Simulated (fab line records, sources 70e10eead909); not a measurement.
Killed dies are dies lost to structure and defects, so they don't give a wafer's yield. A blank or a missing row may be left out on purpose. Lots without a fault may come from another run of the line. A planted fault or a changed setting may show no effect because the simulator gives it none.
fab line records | flow nand_harc
record lots=5 wafers=15 last_day=24
route steps=1159 shown A_BONDPAD@1065 HYBRID_BOND@1094 THIN_TSV@1101 END@1159
lots that met no fault: from a run of the same line without faults
start_h: hours from the record's first day to the start of the lot's first wafer shown | wait_h: hours since the lot's step before | " the same as in the row above | L1.1+2: a row that stands for several wafers | - no value, or no start given | * or withheld: withheld | < > ~ a bound
route shown NAME@n: a module of which the file shows steps, and the number in the route of the first | usual: mean/standard deviation of fault-free wafers | same: alike in all rows | chamber/n: place in a boat | sites: the reading at each site | _std_site: their standard deviation | _edge_site: outer sites' mean less inner sites' | radius_mm: how far each site lies from the wafer's centre | mask NAME#n: copy n | behind: the tool/chamber that last shaped the wafer | hold: why the lot was held/for how many hours/how that ended | device: the transistor (n, p or np) that didn't switch | end of line: the same wafers' tests at the end of the route | a step without rows: its recipe alone | killed: dies lost to structure and defects at the first sort, not the wafer's yield | map: a wafer's dies, x killed, . not, _ none there
set.NAME: the setting as run; set.NAME@STEP: as run at that earlier step | model.NAME: the simulator's own value behind a step, which no gauge read
lots at some steps of the route; a table a step, a row a wafer
services: from which hour (start_h, from the record's first day; less than 0 if before it) a tool's chamber was out of use, for how many hours, and why
## steps
# step NHARC_A_BONDPAD_COAT_33
# recipe temp_c=200 time_s=65
# step NHARC_A_BONDPAD_COAT_03
# recipe spin_rpm=2000 resist_thk_nm=600
# step NHARC_A_BONDPAD_SOFTBAKE_04
# recipe temp_c=125 time_s=70
# step NHARC_A_BONDPAD_EBR_05
# step NHARC_A_BONDPAD_EXPOSE_06
# recipe na=0.55 dose_mj=36.99 mask_id=A_BPAD
# step NHARC_A_BONDPAD_PEB_07
# recipe peb_temp_c=128 peb_time_s=80
# step NHARC_A_BONDPAD_DEVELOP_08
# recipe time_s=50 dev_temp_c=22
# step NHARC_A_BONDPAD_CD_MEAS_09
# recipe target_cd_nm=500 landing_energy_ev=500
# usual cd_nm=499.0/1.6
# columns lot.wafer tool chamber start_h wait_h cd_nm
L882.1 cd_sem-03 0 441.96 - 499.8
L882.2 " 0 " " 496.4
L882.6 " 0 " " 500.9
L886.1 cd_sem-03 0 482.10 - 498.5
L886.2 " 0 " " 499.3
L886.4 " 0 " " 497.8
L891.1 cd_sem-03 0 509.70 - 498.1
L891.3 " 0 " " 496.9
L891.6 " 0 " " 501.3
L899.2 cd_sem-03 0 547.48 - 497.8
L899.4 " 0 " " 495.5
L899.6 " 0 " " 498.2
L900.3 cd_sem-02 0 547.99 - 501.3
L900.4 " 0 " " 499.7
L900.6 " 0 " " 500.3
# step NHARC_A_BONDPAD_OVL_MEAS_35
# usual overlay_x_nm=1/6.4 overlay_y_nm=4/5.7
# columns lot.wafer tool chamber start_h wait_h overlay_x_nm overlay_y_nm
L882.1 overlay-02 - 442.04 - -9 5
L882.2 " - " " -9 6
L882.6 " - " " -9 6
L886.1 overlay-02 - 482.19 - 13 -1
L886.2 " - " " 14 -1
L886.4 " - " " 14 -1
L891.1 overlay-02 - 509.78 - 3 2
L891.3 " - " " 3 2
L891.6 " - " " 3 2
L899.2 overlay-01 - 547.56 - -10 10
L899.4 " - " " -10 9
L899.6 " - " " -10 9
L900.3 overlay-02 - 548.07 - 4 1
L900.4 " - " " 3 0
L900.6 " - " " 3 1
# step NHARC_A_BONDPAD_HARDBAKE_10
# recipe temp_c=118 time_s=65
# step NHARC_A_BONDPAD_DESCUM_11
# recipe time_s=3 o2_flow_sccm=200 ar_flow_sccm=0 bias_power_w=0 chemistry=O2
# usual drypump_motor_current_A=5.7/0.37 mfc_ar_sccm=0.009/0.011 oes_product_au=0.998/0.0084 rf_vpp_V=57.6/0.88 showerhead_plenum_p_Torr=1.91/0.091 throttle_valve_pct=11.312/0.0096
# columns lot.wafer tool chamber start_h wait_h drypump_motor_current_A mfc_ar_sccm oes_product_au rf_hours_counter_h rf_vpp_V showerhead_plenum_p_Torr throttle_valve_pct
L882.2 rie_diel-01 3 442.38 - 6.2 0 1.000 27 57.0 1.88 11.295
L882.1 " 1 " " 6.1 0 0.992 24 58.8 1.81 11.317
L882.6 " 3 " " 6.2 0 1.005 - 56.7 1.88 11.325
L886.2 rie_diel-05 3 482.32 - 5.3 0.004 1.006 4 57.2 2.02 11.318
L886.1 " 0 " " 5.1 0.021 1.002 4 57.2 1.86 11.313
L886.4 " 2 " " 5.9 0 1.008 5 58.6 1.98 11.299
L891.1 rie_diel-01 1 509.93 - 6.0 0 0.989 1 56.6 1.80 11.308
L891.3 " 2 " " 5.6 0 1.004 1 57.6 1.86 11.325
L891.6 " 0 " " 5.7 0.016 0.994 - 56.8 2.06 11.317
L899.2 rie_diel-05 1 547.70 - 5.7 0.024 1.004 1 58.4 1.84 11.298
L899.6 " 0 " " 5.1 0.021 1.015 - 57.2 1.86 11.325
L899.4 " 1 " " 5.7 0.024 1.010 - 57.7 1.84 11.315
L900.3 rie_diel-01 1 548.19 - 6.0 0 0.981 11 56.2 1.80 11.287
L900.4 " 0 " " 5.7 0.016 0.995 12 58.0 2.06 11.322
L900.6 " 2 " " 5.6 0 0.989 - 57.7 1.86 11.310
# step NHARC_A_BONDPAD_ETCH_34
# recipe target_depth_a=600 overetch_a=180 time_s=65.91 ion_energy_ev=200 n2_flow_sccm=150 h2_flow_sccm=150 ar_flow_sccm=0 rf_w=400 bias_w=150 chemistry=N2/H2
# step NHARC_A_BONDPAD_ETCH_12
# recipe target_depth_a=2200 time_s=110 chf3_flow_sccm=50 o2_flow_sccm=10 ar_flow_sccm=200 rf_w=500 bias_w=200 chemistry=CHF3/O2
# usual drypump_motor_current_A=5.7/0.38 mfc_ar_sccm=200.1/0.58 oes_product_au=0.940/0.023 rf_vpp_V=370.4/2.4 showerhead_plenum_p_Torr=2.40/0.11 throttle_valve_pct=20.572/0.0087
# columns lot.wafer tool chamber start_h wait_h drypump_motor_current_A mfc_ar_sccm oes_product_au rf_hours_counter_h rf_vpp_V showerhead_plenum_p_Torr throttle_valve_pct
L882.2 rie_diel-01 3 442.56 - 6.2 199.2 0.935 27 369.7 2.36 20.572
L882.1 " 1 " " 6.0 200.2 0.918 24 369.1 2.27 20.578
L882.6 " 3 " " 6.2 200.1 0.926 - 369.8 2.36 20.569
L886.1 rie_diel-05 3 482.49 - 5.3 200.2 0.935 4 372.8 2.53 20.565
L886.4 " 0 " " 5.1 200.4 0.923 4 368.4 2.34 20.585
L886.2 " 1 " " 5.7 200.7 0.925 4 368.2 2.31 20.579
L891.1 rie_diel-01 3 510.09 - 6.2 200.0 0.951 2 368.8 2.36 20.573
L891.3 " 0 " " 5.7 201.0 0.956 2 376.4 2.58 20.583
L891.6 " 3 " " 6.2 200.1 0.947 - 369.7 2.36 20.560
L899.2 rie_diel-05 0 547.90 - 5.1 199.2 0.965 1 369.5 2.34 20.567
L899.4 " 3 " " 5.3 200.1 0.973 - 373.1 2.53 20.585
L899.6 " 0 " " 5.1 199.6 0.968 - 368.8 2.34 20.582
L900.3 rie_diel-01 3 548.37 - 6.2 199.9 0.921 11 369.3 2.35 20.578
L900.4 " 0 " " 5.7 199.7 0.922 12 374.1 2.58 20.580
L900.6 " 3 " " 6.2 199.1 0.920 - 369.7 2.36 20.561
# step NHARC_A_BONDPAD_CD_MEAS_13
# usual cd_nm=498.0/1.6
# columns lot.wafer tool chamber start_h wait_h cd_nm
L882.1 cd_sem-01 - 442.69 - 498.3
L882.2 " - " " 494.9
L882.6 " - " " 499.8
L886.1 cd_sem-03 - 482.64 - 496.9
L886.2 " - " " 497.8
L886.4 " - " " 495.9
L891.1 cd_sem-01 - 510.22 - 496.9
L891.3 " - " " 495.6
L891.6 " - " " 501.0
L899.2 cd_sem-02 - 548.05 - 496.6
L899.4 " - " " 494.9
L899.6 " - " " 497.3
L900.3 cd_sem-02 - 548.52 - 499.4
L900.4 " - " " 498.6
L900.6 " - " " 498.2
# step NHARC_A_BONDPAD_STRIP_15
# recipe o2_flow_sccm=500 ar_flow_sccm=0 bias_w=0 chemistry=O2
# usual drypump_motor_current_A=5.7/0.36 mfc_ar_sccm=0.009/0.011 oes_product_au=1.000/0.0085 rf_vpp_V=57.8/0.86 showerhead_plenum_p_Torr=3.54/0.15 throttle_valve_pct=17.038/0.0086
# columns lot.wafer tool chamber start_h wait_h drypump_motor_current_A mfc_ar_sccm oes_product_au rf_hours_counter_h rf_vpp_V showerhead_plenum_p_Torr throttle_valve_pct
L882.2 rie_diel-01 1 442.77 0.1 6.1 0 0.998 24 56.6 3.35 17.035
L882.1 " 2 " " 5.6 0 0.992 19 56.8 3.44 17.031
L882.6 " 1 " " 6.0 0 0.994 - 58.2 3.35 17.040
L886.2 rie_diel-05 3 482.73 0.1 5.3 0.004 1.006 5 59.1 3.71 17.033
L886.1 " 0 " " 5.1 0.021 0.999 4 58.2 3.44 17.019
L886.4 " 1 " " 5.7 0.024 1.005 4 57.4 3.40 17.032
L891.3 rie_diel-01 0 510.30 0.1 5.7 0.016 1.001 2 58.0 3.79 17.044
L891.1 " 3 " " 6.2 0 0.983 2 57.3 3.47 17.043
L891.6 " 0 " " 5.7 0.016 1.010 - 57.2 3.79 17.029
L899.2 rie_diel-05 1 548.17 0.1 5.7 0.024 0.995 1 56.6 3.40 17.026
L899.6 " 0 " " 5.1 0.021 1.005 - 58.2 3.44 17.037
L899.4 " 1 " " 5.7 0.024 1.003 - 55.6 3.40 17.049
L900.3 rie_diel-05 0 548.59 0.1 5.1 0.021 1.008 1 57.4 3.44 17.049
L900.6 " 1 " " 5.7 0.024 0.999 - 56.9 3.40 17.041
L900.4 " 3 " " 5.3 0.004 1.009 - 59.5 3.71 17.037
# step NHARC_A_BONDPAD_ETCH_24
# recipe target_depth_a=300 over_etch_frac=0.3 time_s=72.99 ion_energy_ev=150 cf4_flow_sccm=50 n2_flow_sccm=100 ar_flow_sccm=150 rf_w=300 bias_w=100 chemistry=CF4/N2
# usual drypump_motor_current_A=5.7/0.37 mfc_ar_sccm=150.0/0.43 oes_product_au=0.999/0.0076 rf_vpp_V=314.2/2.1 showerhead_plenum_p_Torr=2.63/0.11 throttle_valve_pct=19.794/0.0089
# columns lot.wafer tool chamber start_h wait_h drypump_motor_current_A mfc_ar_sccm oes_product_au rf_hours_counter_h rf_vpp_V showerhead_plenum_p_Torr throttle_valve_pct
L882.1 rie_diel-01 2 - - 5.6 149.3 1.007 19 313.9 2.56 19.792
L882.2 " 3 " " 6.2 150.0 1.004 27 312.8 2.58 19.787
L882.6 " 3 " " 6.2 149.7 1.004 - 313.1 2.58 19.805
L886.4 rie_diel-05 0 - - 5.1 149.4 1.001 4 312.3 2.56 19.812
L886.2 " 1 " " 5.7 150.0 0.997 4 312.7 2.53 19.786
L886.1 " 2 " " 5.9 149.8 1.009 5 315.2 2.72 19.782
L891.1 rie_diel-01 0 - - 5.7 150.1 0.990 2 317.9 2.82 19.804
L891.3 " 1 " " 6.1 149.7 0.982 1 312.4 2.48 19.791
L891.6 " 0 " " 5.7 149.7 0.997 - 317.9 2.82 19.795
L899.2 rie_diel-05 0 548.32 0.1 5.1 150.6 1.015 1 313.9 2.56 19.800
L899.6 " 3 " " 5.3 149.7 1.006 - 316.3 2.77 19.781
L899.4 " 0 " " 5.1 150.9 1.019 - 312.6 2.56 19.800
L900.3 rie_diel-05 1 548.78 0.2 5.7 150.2 1.002 1 312.1 2.53 19.812
L900.4 " 1 " " 5.7 150.7 1.005 - 313.8 2.53 19.816
L900.6 " 3 " " 5.3 150.4 1.002 - 317.6 2.77 19.792
# step NHARC_A_BONDPAD_STRIP_16
# recipe time_s=600 temp_c=30 chemistry=post_etch_residue_remover
# step NHARC_A_BONDPAD_DEGAS_25
# recipe temp_c=300 time_s=60
# step NHARC_A_BONDPAD_PRE_CLEAN_26
# recipe time_s=30 temp_c=280 gas=H2/He
# step NHARC_A_BONDPAD_PVD_17
# recipe target_thk_a=50 bias_v=168.6 power_w=15000 chamber_pressure_pa=0.12 time_s=8.06 substrate_temp_c=50 material=TaN
# usual throttle_valve_pct=30.2/1.4
# columns lot.wafer tool chamber start_h wait_h throttle_valve_pct
L882.2 pvd_sputter-01 - - - 32.4
L882.1 " - " " 29.7
L882.6 " - " " 31.8
L886.2 pvd_sputter-01 - - - 32.5
L886.1 " - " " 29.9
L886.4 " - " " 30.6
L891.1 pvd_sputter-03 - - - 31.1
L891.3 " - " " 29.5
L891.6 " - " " 30.8
L899.2 pvd_sputter-03 - - - 29.2
L899.4 " - " " 30.8
L899.6 " - " " 31.2
L900.3 pvd_sputter-01 - - - 30.5
L900.4 " - " " 33.1
L900.6 " - " " 29.8
# step NHARC_A_BONDPAD_PVD_27
# recipe target_thk_a=300 chamber_pressure_pa=5 power_w=5000 substrate_temp_c=30 time_s=20.49 material=Cu
# step NHARC_A_BONDPAD_ECD_18
# recipe target_thk_a=4000 bath_temp_c=25 material=Cu
# step NHARC_A_BONDPAD_ANNEAL_28
# recipe temp_c=225 time_s=90
# step NHARC_A_BONDPAD_CMP_19
# recipe t_overpolish_s=30 cu_recess_touch_s=16 target_thk_nm=169.8
# step NHARC_A_BONDPAD_THK_MEAS_20
# recipe thk_meas_gauge=xrf
# usual thk_nm=169.2/1.2
# columns lot.wafer tool chamber start_h wait_h thk_nm
L882.1 film_metro-02 - 444.75 - 169.9
L882.2 " - " " 168.5
L882.6 " - " " 170.6
L886.1 film_metro-01 - 484.71 - 171.5
L886.2 " - " " 168.6
L886.4 " - " " 168.9
L891.1 film_metro-01 - 512.56 - 169.3
L891.3 " - " " 168.3
L891.6 " - " " 170.5
L899.2 film_metro-01 - 550.16 - 168.2
L899.4 " - " " 170.7
L899.6 " - " " 170.0
L900.3 film_metro-02 - 550.61 - 167.8
L900.4 " - " " 170.6
L900.6 " - " " 171.4
# step NHARC_A_BONDPAD_SRD_21
# recipe time_s=30 temp_c=23 dry_time_s=20 spin_rpm=1500
# step NHARC_HYBRID_BOND_ACTIVATE_00
# recipe time_s=60 n2_flow_sccm=200 ar_flow_sccm=0 bias_power_w=0 chemistry=N2
# usual drypump_motor_current_A=5.7/0.41 mfc_ar_sccm=0.007/0.0089 oes_product_au=0.997/0.01 rf_vpp_V=64.2/0.89 showerhead_plenum_p_Torr=1.78/0.075
# columns lot.wafer tool chamber start_h wait_h drypump_motor_current_A mfc_ar_sccm oes_product_au rf_hours_counter_h rf_vpp_V showerhead_plenum_p_Torr
L882.2 rie_diel-08 3 445.01 0.1 6.2 0.013 1.001 14 63.9 1.73
L882.1 " 0 " " 5.7 0.001 0.997 13 64.2 1.73
L882.6 " 0 " " 5.7 0.001 0.991 - 63.6 1.73
L886.2 rie_diel-04 2 485.00 0.1 5.7 0.010 1.014 3 65.5 1.79
L886.1 " 3 " " 6.3 0.000 0.998 4 63.3 1.90
L886.4 " 0 " " 5.7 0.020 1.011 5 64.4 1.70
L891.3 rie_diel-08 2 512.85 0.1 5.2 0 0.997 2 63.0 1.83
L891.1 " 3 " " 6.2 0.013 0.980 2 64.3 1.73
L891.6 " 1 " " 5.8 0 0.979 - 65.4 1.88
L899.4 rie_diel-04 1 550.43 0.1 5.1 0.029 1.000 27 62.9 1.65
L899.2 " 2 " " 5.7 0.010 0.997 24 64.3 1.78
L899.6 " 2 " " 5.7 0.010 0.993 - 64.9 1.78
L900.4 rie_diel-08 3 550.90 0.1 6.2 0.013 0.980 7 64.6 1.72
L900.3 " 1 " " 5.8 0 0.977 7 65.8 1.88
L900.6 " 3 " " 6.1 0.013 0.979 - 64.0 1.72
# step NHARC_HYBRID_BOND_PRECLEAN_01
# recipe time_s=300 temp_c=23 chemistry=DIW
# step NHARC_HYBRID_BOND_SRD_02
# recipe time_s=30 temp_c=23 dry_time_s=20 spin_rpm=1500
# step NHARC_HYBRID_BOND_BOND_03
# recipe temp_c=25
# step NHARC_HYBRID_BOND_ANNEAL_04
# recipe temp_c=300 time_s=7200 ramp_up_c_per_min=5 ramp_down_c_per_min=3 idle_temp_c=100 pressure_atm=1
# step NHARC_HYBRID_BOND_OVL_MEAS_05
# usual overlay_x_nm=-1/31 overlay_y_nm=0/29
# columns lot.wafer tool chamber start_h wait_h overlay_x_nm overlay_y_nm
L882.1 overlay-01 - 454.79 0.4 -27 -21
L882.2 " - " " -30 -8
L882.6 " - " " -3 -35
L886.1 overlay-02 - 494.73 0.4 -21 29
L886.2 " - " " -6 -52
L886.4 " - " " 57 -21
L891.1 overlay-01 - 525.64 0.4 16 10
L891.3 " - " " 8 -43
L891.6 " - " " 38 -11
L899.2 overlay-01 - 561.11 0.4 -14 34
L899.4 " - " " 20 51
L899.6 " - " " -51 42
L900.3 overlay-02 - 561.11 0.4 1 11
L900.4 " - " " -13 -6
L900.6 " - " " 20 16
# step NHARC_THIN_TSV_GRIND_00
# recipe target_thk_um=6
# step NHARC_THIN_TSV_CMP_01
# recipe target_thk_um=3
# step NHARC_THIN_TSV_THK_MEAS_02
# recipe thk_meas_gauge=ir
# usual thk_nm=2993/230
# columns lot.wafer tool chamber start_h wait_h thk_nm
L882.1 film_metro-01 - 456.50 - 3075
L882.2 " - " " 3034
L882.6 " - " " 3158
L886.1 film_metro-02 - 496.43 0.2 3001
L886.2 " - " " 2807
L886.4 " - " " 3342
L891.1 film_metro-01 - 527.31 - 3168
L891.3 " - " " 3043
L891.6 " - " " 3046
L900.3 film_metro-01 - 562.78 - 2925
L900.4 " - " " 2750
L900.6 " - " " 2956
L899.2 film_metro-02 - 563.97 0.2 2748
L899.4 " - " " 2892
L899.6 " - " " 2678
# step NHARC_THIN_TSV_SRD_03
# step NHARC_THIN_TSV_PRECLEAN_41
# recipe time_s=* temp_c=50 bath_age_min=0 chemistry=SC1
# step NHARC_THIN_TSV_SRD_42
# step NHARC_END_SORT_01
# recipe temp_c=25
# usual defect_limited_yield=95.8/1.4 killed_at_array=24/8.8 killed_at_other=0.7/0.99 killed_at_periphery=3.5/2.6 killed_dies=28/9.3 killed_open=3.2/1.7 killed_short=1.7/1.4 sort_bin_2_pct=1.3/0.6 sort_bin_3_pct=0.24/0.2 sort_bin_4_pct=2.6/0.88 sort_n_pass=649/9.3 sort_rim_yield_pct=94/3.2 sort_yield_pct=95.8/1.4
# same gross_dies=677 sort_bin_5_pct[%]=0 sort_bin_6_pct[%]=0 sort_bin_7_pct[%]=0 sort_bin_8_pct[%]=0 sort_rim_n_gross=106.00
# columns lot.wafer tool chamber start_h wait_h defect_limited_yield[%] killed_at_array killed_at_other killed_at_periphery killed_dies killed_open killed_short sort_bin_2_pct[%] sort_bin_3_pct[%] sort_bin_4_pct[%] sort_n_pass sort_rim_yield_pct[%] sort_yield_pct[%]
L882.1 prober-01 0 472.28 2.5 97.6 14 0 2 16 3 3 0.7 0 1.6 661 93 97.6
L882.2 prober-01 0 473.08 2.8 96.9 18 1 2 21 4 1 0.6 0.15 2.4 656 96 96.9
L882.6 prober-01 0 476.25 4.0 96.5 19 1 4 24 3 2 1.0 0 2.5 653 93 96.5
L886.2 prober-02 0 514.82 2.8 91.4 56 0 2 58 2 0 4.3 1.03 3.2 619 86 91.4
L891.1 prober-01 0 543.68 2.5 96.3 20 1 4 25 4 2 1.2 0.15 2.4 652 93 96.3
L891.3 prober-01 0 545.26 3.1 94.2 34 2 3 39 2 4 1.2 0.30 4.3 638 92 94.2
L891.6 prober-01 0 547.64 4.0 94.2 36 1 2 39 2 3 1.6 0.30 3.8 638 88 94.2
L900.3 prober-02 0 580.58 3.1 95.6 22 0 8 30 2 1 1.3 0.30 2.8 647 95 95.6
L900.4 prober-02 0 581.38 3.4 95.0 26 2 6 34 2 0 2.4 0.30 2.4 643 89 95.0
L900.6 prober-02 0 582.97 4.0 95.9 18 0 10 28 3 2 1.8 0.30 2.1 649 92 95.9
L899.2 prober-01 0 582.61 2.8 96.2 24 1 1 26 4 0 0.9 0.15 2.8 651 98 96.2
L899.4 prober-01 0 584.21 3.4 97.0 16 0 4 20 3 3 0.7 0 2.2 657 99 97.0
L899.6 prober-01 0 585.81 4.0 96.5 21 0 3 24 3 0 1.8 0 1.8 653 94 96.5
# killed by level:class
L882.1 A_CHANNEL_HOLE_D1:chamber_film_flake=4 A_WL_FILL:chamber_film_flake=2 A_CONTACT:chamber_film_flake=2 P_CONTACT:geometric_particle:open=1 P_CONTACT:geometric_particle:short=1 A_ONON_D1:geometric_particle:short=1 A_STAIRCASE:geometric_particle:short=1 A_BLC:geometric_particle:open=1
L882.2 A_CONTACT:chamber_film_flake=5 A_CHANNEL_HOLE_D1:chamber_film_flake=4 A_STAIRCASE:chamber_film_flake=3 P_CONTACT:geometric_particle:open=1 A_CHANNEL_FILL_D1:geometric_particle:open=1 A_CONTACT:geometric_particle:open=1 A_BLC:geometric_particle:open=1 A_M0:geometric_particle:short=1
L882.6 A_CHANNEL_HOLE_D1:chamber_film_flake=12 A_CONTACT:chamber_film_flake=5 P_STI:geometric_particle:short=1 P_CONTACT:geometric_particle:open=1 P_M0:geometric_particle:open=1 P_M1:geometric_particle:open=1 A_ONON_D1:geometric_particle:short=1 A_STAIRCASE:chamber_film_flake=1
L886.2 A_BONDPAD:unspecified=35 A_SLIT:chamber_film_flake=12 A_WL_FILL:chamber_film_flake=5 A_CHANNEL_HOLE_D1:chamber_film_flake=2 P_CONTACT:geometric_particle:open=1 A_BLC:geometric_particle:open=1 P_M2:chamber_film_flake=1 A_SGD_CUT:chamber_film_flake=1
L891.1 A_CHANNEL_HOLE_D1:chamber_film_flake=14 P_CONTACT:geometric_particle:open=2 P_GATE:chamber_film_flake=2 A_CHANNEL_HOLE_D1:geometric_particle:open=1 A_CHANNEL_FILL_D1:geometric_particle:short=1 A_SGD_CUT:geometric_particle:open=1 A_CONTACT:geometric_particle:short=1 A_ZERO_WELL:chamber_film_flake=1
L891.3 A_CHANNEL_HOLE_D1:chamber_film_flake=19 A_CONTACT:chamber_film_flake=5 A_STAIRCASE:chamber_film_flake=3 A_BLC:chamber_film_flake=3 P_CONTACT:geometric_particle:short=1 P_M2:geometric_particle:short=1 A_CHANNEL_HOLE_D1:geometric_particle:open=1 A_WL_FILL:geometric_particle:open=1
L891.6 A_CHANNEL_HOLE_D1:chamber_film_flake=20 A_CONTACT:chamber_film_flake=8 A_BLC:chamber_film_flake=3 A_ONON_D1:geometric_particle:open=1 A_CHANNEL_FILL_D1:geometric_particle:open=1 A_STAIRCASE:geometric_particle:short=1 A_SGD_CUT:geometric_particle:short=1 A_WL_FILL:geometric_particle:short=1
L900.3 A_SLIT:chamber_film_flake=15 P_STI:chamber_film_flake=6 P_ZERO_WELL:chamber_film_flake=2 A_CHANNEL_HOLE_D1:chamber_film_flake=2 A_STAIRCASE:chamber_film_flake=2 A_WL_FILL:geometric_particle:short=1 A_BLC:geometric_particle:open=1 A_M0:geometric_particle:open=1
L900.4 A_SLIT:chamber_film_flake=13 A_CHANNEL_HOLE_D1:chamber_film_flake=7 P_STI:chamber_film_flake=4 A_STAIRCASE:chamber_film_flake=4 THIN_TSV:chamber_film_flake=2 P_GATE:geometric_particle:open=1 A_CHANNEL_FILL_D1:geometric_particle:open=1 P_M1:chamber_film_flake=1
L899.2 A_CHANNEL_HOLE_D1:chamber_film_flake=9 A_CONTACT:chamber_film_flake=8 A_STAIRCASE:chamber_film_flake=3 A_ONON_D1:geometric_particle:open=1 A_SGD_CUT:geometric_particle:open=1 A_WL_FILL:geometric_particle:open=1 STARTING-WAFER:geometric_particle:open=1 P_ZERO_WELL:chamber_film_flake=1
L900.6 A_SLIT:chamber_film_flake=6 A_STAIRCASE:chamber_film_flake=6 P_STI:chamber_film_flake=5 A_CHANNEL_HOLE_D1:chamber_film_flake=3 P_GATE:geometric_particle:short=1 P_GATE:geometric_particle:open=1 P_M0:geometric_particle:short=1 A_SOURCE_PLATE:geometric_particle:open=1
L899.4 A_CONTACT:chamber_film_flake=5 P_ZERO_WELL:chamber_film_flake=3 A_CHANNEL_HOLE_D1:chamber_film_flake=3 A_STAIRCASE:chamber_film_flake=3 A_WL_FILL:geometric_particle:short=2 P_CONTACT:geometric_particle:open=1 A_SOURCE_PLATE:geometric_particle:open=1 A_SOURCE_PLATE:geometric_particle:short=1
L899.6 A_CHANNEL_HOLE_D1:chamber_film_flake=10 A_CONTACT:chamber_film_flake=6 A_STAIRCASE:chamber_film_flake=4 P_GATE:geometric_particle:open=1 P_M1:geometric_particle:open=1 A_CHANNEL_FILL_D1:geometric_particle:open=1 P_ZERO_WELL:chamber_film_flake=1
# map L886.2 (x killed, . not)
____________.____________
_________......._________
_______..........._______
______.............______
_____..............._____
____.................____
____.................____
___...................___
___...................___
__.....................__
__.....................__
_......................._
_......................._
_......................._
_......x................_
_......................._
.........................
.........................
.......x.................
.........................
.....................x...
_......................._
_.............x.......x._
_.......x..x............_
_....x.................._
_......................._
__.x.xx................__
__.xxxx................__
___xxxxx.x............___
___xxxx...............___
____xxxxx............____
____xxxx...x..xxx....____
_____xxxx.....x..x.x_____
______xx..x.x.x.xxx______
_______xx...x.x..._______
_________....x.._________
____________.____________
# map L899.2 (x killed, . not)
____________.____________
_________......._________
_______..........._______
______.............______
_____........x......_____
____.................____
____.................____
___...................___
___...................___
__.....................__
__.x...................__
_.....x................._
_......................._
_x..x..................._
_...x............x......_
_......................._
..x......................
.........................
......x..................
...........x.............
..x.............x........
_..x...................._
_......................._
_..x...................._
_......................._
_......................._
__.....................__
__.x...................__
___...................___
___...................___
____........x........____
____........x.x.x....____
_____........xxx.x.._____
______.....xx......______
_______..........._______
_________......x_________
____________.____________
## services
# columns tool chamber start_h hours kind
rie_diel-01 0 421.93 - clean
rie_diel-01 1 421.93 - clean
rie_diel-01 2 421.93 - clean
rie_diel-01 3 421.93 - clean
rie_diel-05 0 423.12 - clean
rie_diel-01 0 424.13 5.2 repair
pvd_sputter-03 - 431.98 2.8 repair
pvd_sputter-01 - 432.26 2.1 repair
rie_diel-05 - 434.99 21.5 repair
pvd_sputter-01 - 453.29 1.1 repair
pvd_sputter-03 - 458.00 10.0 pm
rie_diel-01 - 465.79 1.9 repair
rie_diel-04 - 466.15 9.0 pm
rie_diel-08 - 478.81 9.0 pm
pvd_sputter-03 - 489.02 4.4 repair
rie_diel-01 - 491.84 9.0 pm
pvd_sputter-01 - 507.57 6.3 repair
pvd_sputter-01 - 514.07 10.0 pm
rie_diel-01 - 515.86 0.1 repair
rie_diel-05 - 517.60 9.0 pm
rie_diel-04 2 522.31 5.4 repair
pvd_sputter-01 - 539.15 4.2 repair
rie_diel-05 - 541.73 1.1 repair
rie_diel-05 2 543.55 8.0 repair
## key
first_sign step=NHARC_END_SORT_01 reading=killed_at_array direction=up sigmas=3.6 usual=24 struck=56
effect step=NHARC_END_SORT_01 reading=killed_dies direction=up sigmas=3.2 usual=28 struck=58
more_kills_born_at NHARC_A_BONDPAD_ETCH_12@rie_diel-05=35
met_at NHARC_A_BONDPAD_ETCH_12
struck_wafers L886.2
fault kind=chamber_particle_source tool=rie_diel-05 chamber=1 onset_h=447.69 steps=NHARC_A_BONDPAD_ETCH_12 rate_per_visit_cm2=0.53869 end_h=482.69
